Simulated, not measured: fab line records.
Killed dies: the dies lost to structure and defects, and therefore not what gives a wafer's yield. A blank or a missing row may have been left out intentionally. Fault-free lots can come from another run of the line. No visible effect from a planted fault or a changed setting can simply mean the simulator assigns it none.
Chamber matching || flow n5_finfet || rie_diel-05 running N5_BEOL_M3_ETCH_74: 4 sister chambers
The step etches underlayer in N2/H2, target depth 6.5 nm, time 5.2 s. 8 wafers are shown with their chamber, then 10 later ones without.

== WAFERS PAIRED WITH THEIR CHAMBERS ==
{"wafer": "L080.5", "chamber": 0, "showerhead_plenum_p_Torr (Torr)": 2.35, "drypump_motor_current_A (A)": 5.6}
{"wafer": "L084.3", "chamber": 3, "showerhead_plenum_p_Torr (Torr)": 2.61, "drypump_motor_current_A (A)": 5.8}
{"wafer": "L084.5", "chamber": 2, "showerhead_plenum_p_Torr (Torr)": 2.67, "drypump_motor_current_A (A)": 6.7}
{"wafer": "L085.2", "chamber": 3, "showerhead_plenum_p_Torr (Torr)": 2.61, "drypump_motor_current_A (A)": 5.8}
{"wafer": "L085.3", "chamber": 2, "showerhead_plenum_p_Torr (Torr)": 2.67, "drypump_motor_current_A (A)": 6.8}
{"wafer": "L085.6", "chamber": 1, "showerhead_plenum_p_Torr (Torr)": 2.70, "drypump_motor_current_A (A)": 6.1}
{"wafer": "L090.1", "chamber": 0, "showerhead_plenum_p_Torr (Torr)": 2.34, "drypump_motor_current_A (A)": 5.6}
{"wafer": "L090.4", "chamber": 1, "showerhead_plenum_p_Torr (Torr)": 2.69, "drypump_motor_current_A (A)": 6.1}

== WAFERS WHOSE CHAMBER IS MISSING ==
{"wafer": "L090.6", "showerhead_plenum_p_Torr (Torr)": 2.60, "drypump_motor_current_A (A)": 5.8}
{"wafer": "L091.1", "showerhead_plenum_p_Torr (Torr)": 2.67, "drypump_motor_current_A (A)": 6.7}
{"wafer": "L091.3", "showerhead_plenum_p_Torr (Torr)": 2.69, "drypump_motor_current_A (A)": 6.1}
{"wafer": "L091.4", "showerhead_plenum_p_Torr (Torr)": 2.60, "drypump_motor_current_A (A)": 5.8}
{"wafer": "L089.1", "showerhead_plenum_p_Torr (Torr)": 2.60, "drypump_motor_current_A (A)": 5.8}
{"wafer": "L089.4", "showerhead_plenum_p_Torr (Torr)": 2.66, "drypump_motor_current_A (A)": 6.8}
{"wafer": "L089.6", "showerhead_plenum_p_Torr (Torr)": 2.60, "drypump_motor_current_A (A)": 5.8}
{"wafer": "L093.1", "showerhead_plenum_p_Torr (Torr)": 2.60, "drypump_motor_current_A (A)": 5.8}
{"wafer": "L093.5", "showerhead_plenum_p_Torr (Torr)": 2.69, "drypump_motor_current_A (A)": 6.1}
{"wafer": "L093.6", "showerhead_plenum_p_Torr (Torr)": 2.66, "drypump_motor_current_A (A)": 6.8}

== WHICH CHAMBER EACH ONE RAN IN ==
{"wafer": "L090.6", "from the rows above": 3, "in truth": 3}
{"wafer": "L091.1", "from the rows above": 2, "in truth": 2}
{"wafer": "L091.3", "from the rows above": 1, "in truth": 1}
{"wafer": "L091.4", "from the rows above": 3, "in truth": 3}
{"wafer": "L089.1", "from the rows above": 3, "in truth": 3}
{"wafer": "L089.4", "from the rows above": 2, "in truth": 2}
{"wafer": "L089.6", "from the rows above": 3, "in truth": 3}
{"wafer": "L093.1", "from the rows above": 3, "in truth": 3}
{"wafer": "L093.5", "from the rows above": 1, "in truth": 1}
{"wafer": "L093.6", "from the rows above": 2, "in truth": 2}
Correct placement for 10 of the 10. Can't be placed from these rows: 0. Placed wrongly: 0.
How it was worked out, from the rows above alone: a wafer's distance from a chamber is the root of the sum, over the readings, of the square of ((its reading less the chamber's mean) divided by the reading's scatter). The wafer belongs to the nearest chamber; if the next one is less than 2 further off, it can't be placed. A chamber's mean is the mean of its shown wafers. The scatter is the square root of a quotient: the sum, over the shown wafers, of each reading's squared deviation from its chamber's mean, divided by wafers minus chambers.
